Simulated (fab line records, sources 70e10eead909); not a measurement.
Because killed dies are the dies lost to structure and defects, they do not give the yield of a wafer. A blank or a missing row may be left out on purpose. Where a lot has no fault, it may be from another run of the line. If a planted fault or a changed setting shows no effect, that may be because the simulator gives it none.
Which tool did it?	flow nandHarc	14 lots, 40 wafers sampled, at 2 steps of a route of 1302

## WHAT THE GAUGES SHOWED, per wafer
NHARC_A_DECK1_JOINT_THK_MEAS_14: measures by ellipsometry. Usual: thkNm at 50.9 nm, with a standard deviation of 1.5.
lot	measured	on	thkNm (nm)	flag
L676	day 10 23:31	filmMetro-02	53.0 48.9 49.5	
L678	day 11 21:07	filmMetro-01	51.4 51.4 50.2	
L677	day 11 21:07	filmMetro-02	48.7 51.0 49.3	
L679	day 12 12:11	filmMetro-01	50.3 51.5 51.2	
L681	day 13 08:31	filmMetro-02	49.9 51.1 49.5	
L688	day 16 08:13	filmMetro-02	51.7 50.1 47.1	
L689	day 16 08:14	filmMetro-01	49.8 51.5	
L690	day 17 11:11	filmMetro-02	51.5 51.0	
L694	day 18 19:28	filmMetro-01	51.2 50.5 50.8	
L695	day 19 01:38	filmMetro-01	51.2 50.6 50.7	
L696	day 19 14:35	filmMetro-01	49.5 51.4 50.1	
L697	day 20 02:02	filmMetro-01	54.2 53.4 53.3	
L698	day 20 10:32	filmMetro-01	51.1 52.3 49.7	
L699	day 20 18:38	filmMetro-02	53.8 52.2 52.7	

NHARC_A_ONON_D2_THK_MEAS_30: measures by ellipsometry. Usual: thkNm at 1001 nm, with a standard deviation of 9.
lot	measured	on	thkNm (nm)	flag
L676	day 12 15:04	filmMetro-01	999 997 999	
L678	day 13 15:31	filmMetro-02	1009 1010 1011	
L677	day 13 15:29	filmMetro-02	1009 1009 1008	
L679	day 13 22:54	filmMetro-02	1004 1003 1004	
L681	day 15 03:55	filmMetro-01	1025 1025 1026	
L688	day 17 21:57	filmMetro-02	1009 1008 1007	
L689	day 17 21:58	filmMetro-01	992 989	
L690	day 19 01:09	filmMetro-02	985 987	
L694	day 20 10:37	filmMetro-01	997 998 997	
L695	day 20 10:37	filmMetro-02	996 997 996	
L696	day 21 00:08	filmMetro-02	998 997 996	
L697	day 21 13:46	filmMetro-02	990 987 988	
L698	day 21 20:43	filmMetro-01	1000 999 998	
L699	day 22 07:07	filmMetro-01	1011 1012 1011	

## TOOL THAT RAN EACH LOT (tool first, then ch and the chambers of the sampled wafers, then the start)
Before these readings, the record contains no process step.

## WHAT THE TOOLS THEMSELVES READ (means of the sampled wafers that have a number; where no wafer has one, the mark that the record gives instead)
The record holds no such reading with a usual standard deviation.

## THE ANSWER, worked out from the rows above alone
Rule: lot off if the mean of its wafers having a number is beyond 3 standard deviations from the usual mean. A lot without any number at a reading at which 4 lots or more have one is off too. The other lots that the step has rows for count as sound. After the gauges, taken in route order, come the tools' own readings; for these a lot's mean is taken, as printed above. At the first step where some lot is off, the reading lying furthest off is the one used; lots without a number count as furthest.
None of the lots is off at any reading shown; this tells nothing.

## WHAT THE SIMULATOR PUT IN
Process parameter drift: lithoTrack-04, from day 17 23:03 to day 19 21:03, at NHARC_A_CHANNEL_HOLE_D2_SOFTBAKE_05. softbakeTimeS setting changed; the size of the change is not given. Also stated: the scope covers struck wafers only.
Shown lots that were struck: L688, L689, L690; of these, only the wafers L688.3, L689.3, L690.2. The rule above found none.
